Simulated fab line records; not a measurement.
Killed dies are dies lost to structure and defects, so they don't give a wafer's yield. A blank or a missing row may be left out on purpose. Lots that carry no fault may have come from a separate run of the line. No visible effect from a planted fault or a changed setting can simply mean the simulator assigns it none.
Problem report in the 8D (eight disciplines) form, filled by code :: flow n5-finfet :: the parts of the form that need people (team, actions taken, sign-off) are left out

1. THE ISSUE
killed_at_M4_up at N5_PASSIVATION_PROBE_49 reads a mean of 84 on 9 wafers of 3 lots; wafers without a fault read 13 with a standard deviation of 5.3. Measured from the usual mean, that is +13 standard deviations.
The first sign was on wafer L714.1 at day 17 06:17, on prober-02. Wafers with a number at this step in the record: 15, from 5 lots. Rule for "out" (also "out of limits"): further than 4 standard deviations from the usual mean. Any other wafer with a number is counted as sound.

2. WHAT IT IS, WHAT IT ISN'T
question: which readings at this step
is: killed_at_M4_up
is not: killed-at-contacts, killed-at-front-end, killed-open

question: which lots
is: L714, L718, L721
is not: L703, L706

question: which wafers of those lots
is: all that have a number
is not: -

question: read on which tools
is: prober-02
is not: prober-01

question: when
is: from day 17 06:17
is not: up to then (6 sound wafers)

3. THE SUSPECTS, EACH WITH WHAT RULES IT OUT
Counting: any tool at a process step up to the reading is kept as a suspect provided that every lot that is out went through it and no sound lot did after the first of them.
- wet-bench-05 at N5_BEOL_M5_PRECLEAN_42 (cleans in residue remover, time 60 s): kept. It ran every lot that is out, first L714 (day 12 00:57), and no sound lot after that; its last sound lot up to then is L703 (day 8 22:04).
- prober-02 at N5_PASSIVATION_PROBE_49: kept. It ran every lot that is out, first L714 (day 17 06:17), and no sound lot after that; its last sound lot up to then is L706 (day 14 09:43). Its own killed_at_M4_up readings are out on those wafers.
The count leaves prober-02 at N5_PASSIVATION_PROBE_49 and wet-bench-05 at N5_BEOL_M5_PRECLEAN_42.

4. THE CAUSE (what the simulator had put in)
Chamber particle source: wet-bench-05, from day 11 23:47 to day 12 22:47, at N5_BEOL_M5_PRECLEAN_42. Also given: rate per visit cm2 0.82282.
Of the 2 suspects that counting leaves, this tool is one.

5. THE EFFECT CHAIN, in route order
Rows list readings where the struck wafers' mean (over those with a number) sits beyond 3 standard deviations from the usual. Scope: only readings with a usual standard deviation given in the record; hours: median across lots of the time from each lot's start at the first step in this table that gives one to its start at this step; sigmas: change in usual standard deviations.
hours: 0
step: N5_PASSIVATION_PROBE_49
reading: defect-limited-yield
usual: 91.4 %
on struck wafers: 84.8
change: -6.6
sigmas: -4.7

hours: 0
step: N5_PASSIVATION_PROBE_49
reading: killed_at_M4_up
usual: 13
on struck wafers: 84
change: +71
sigmas: +13

hours: 0
step: N5_PASSIVATION_PROBE_49
reading: killed-dies
usual: 102
on struck wafers: 179
change: +77
sigmas: +4.5

hours: 0
step: N5_PASSIVATION_PROBE_49
reading: killed-on-rim
usual: 14
on struck wafers: 28
change: +14
sigmas: +3.2

hours: 0
step: N5_PASSIVATION_PROBE_49
reading: sort_bin_5_function
usual: 5.1 %
on struck wafers: 9.2
change: +4.1
sigmas: +4.2

hours: 0
step: N5_PASSIVATION_PROBE_49
reading: sort-n-pass
usual: 1077
on struck wafers: 1001
change: -76
sigmas: -3.6

hours: 0
step: N5_PASSIVATION_PROBE_49
reading: sort-yield-pct
usual: 91.3 %
on struck wafers: 84.8
change: -6.5
sigmas: -3.8
It contains these process steps:
- N5_PASSIVATION_PROBE_49

6. HOW IT WOULD HAVE BEEN CAUGHT EARLIER
126 hours passed between the start of the fault at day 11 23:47 and the first reading out of limits in this record, taken at day 17 06:17.
Lots out: 3; all had begun N5_BEOL_M5_PRECLEAN_42 on wet-bench-05 by day 17 06:17. Holding the tool at that point would not have protected any of them.
